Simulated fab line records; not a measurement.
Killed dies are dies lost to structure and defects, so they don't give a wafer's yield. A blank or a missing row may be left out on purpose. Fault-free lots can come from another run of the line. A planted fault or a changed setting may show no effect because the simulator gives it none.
What tool caused it? || flow n5 finfet || Sampling: 10 lots, 30 wafers, 2 of 1938 route steps

WHAT EACH GAUGE READ, for each wafer
N5_PASSIVATION_CD_MEAS_44 targets a cd of 40000 nm.
{"lot": "L106", "measured": "day 12 21:47", "on": "cd sem-02", "cd nm (nm)": "40001 39998 40000"}
{"lot": "L105", "measured": "day 13 00:24", "on": "cd sem-03", "cd nm (nm)": "40000 39997 40005"}
{"lot": "L109", "measured": "day 13 19:11", "on": "cd sem-01", "cd nm (nm)": "40000 40004 39997"}
{"lot": "L107", "measured": "day 13 20:16", "on": "cd sem-01", "cd nm (nm)": "40007 40001 40000"}
{"lot": "L110", "measured": "day 14 00:07", "on": "cd sem-02", "cd nm (nm)": "40004 40000 40002"}
{"lot": "L111", "measured": "day 14 07:07", "on": "cd sem-02", "cd nm (nm)": "40004 40001 40004"}
{"lot": "L115", "measured": "day 15 13:19", "on": "cd sem-02", "cd nm (nm)": "39999 39999 39997"}
{"lot": "L114", "measured": "day 15 13:16", "on": "cd sem-03", "cd nm (nm)": "40001 40006 40003"}
{"lot": "L116", "measured": "day 15 20:39", "on": "cd sem-03", "cd nm (nm)": "40002 40007 40009"}
{"lot": "L124", "measured": "day 17 21:40", "on": "cd sem-01", "cd nm (nm)": "40001 40000 39996"}

WHAT TOOL EACH LOT RAN ON (gives the tool, then ch and the chambers of the sampled wafers, and finally the start)
{"lot": "L106", "N5_BEOL_M5_ETCH_68": "rie diel-06 ch 0,1, day 8 14:16"}
{"lot": "L105", "N5_BEOL_M5_ETCH_68": "rie diel-01 ch 1,3, day 8 16:59"}
{"lot": "L109", "N5_BEOL_M5_ETCH_68": "rie diel-06 ch 0,3, day 9 12:53"}
{"lot": "L107", "N5_BEOL_M5_ETCH_68": "rie diel-06 ch 0,1, day 9 13:17"}
{"lot": "L110", "N5_BEOL_M5_ETCH_68": "rie diel-06 ch 0,1, day 10 01:59"}
{"lot": "L111", "N5_BEOL_M5_ETCH_68": "rie diel-06 ch 0,1, day 10 07:44"}
{"lot": "L115", "N5_BEOL_M5_ETCH_68": "rie diel-06 ch 0,2,3, day 11 01:53"}
{"lot": "L114", "N5_BEOL_M5_ETCH_68": "rie diel-06 ch 2,3, day 11 10:25"}
{"lot": "L116", "N5_BEOL_M5_ETCH_68": "rie diel-06 ch 1,2,3, day 11 18:59"}
{"lot": "L124", "N5_BEOL_M5_ETCH_68": "rie diel-05 ch 0,1,2, day 13 13:46"}
- N5_BEOL_M5_ETCH_68: etches SOC in N2/H2, target depth 80 nm, overetch 16 nm, time 120 s.

THE ANSWER, worked out from the rows above alone
Rule: the usual values come from the lots themselves. The widest of any qualifying gaps counts: lots, ordered by their means at a reading, are off when they make up no more than a third of the lots, leave a main group of 4 or more, and stand apart from it by 3 or more times the standard deviation of that group's means. Not used: any main group whose means are identical at the precision the tables above print for the reading. A lot without any number at a reading at which 4 lots or more have one is off too. Where the step has rows for the other lots, those lots are counted as sound.
No lot is off on any of the readings shown, so nothing can be concluded from this.

WHAT THE SIMULATOR HAD INSERTED
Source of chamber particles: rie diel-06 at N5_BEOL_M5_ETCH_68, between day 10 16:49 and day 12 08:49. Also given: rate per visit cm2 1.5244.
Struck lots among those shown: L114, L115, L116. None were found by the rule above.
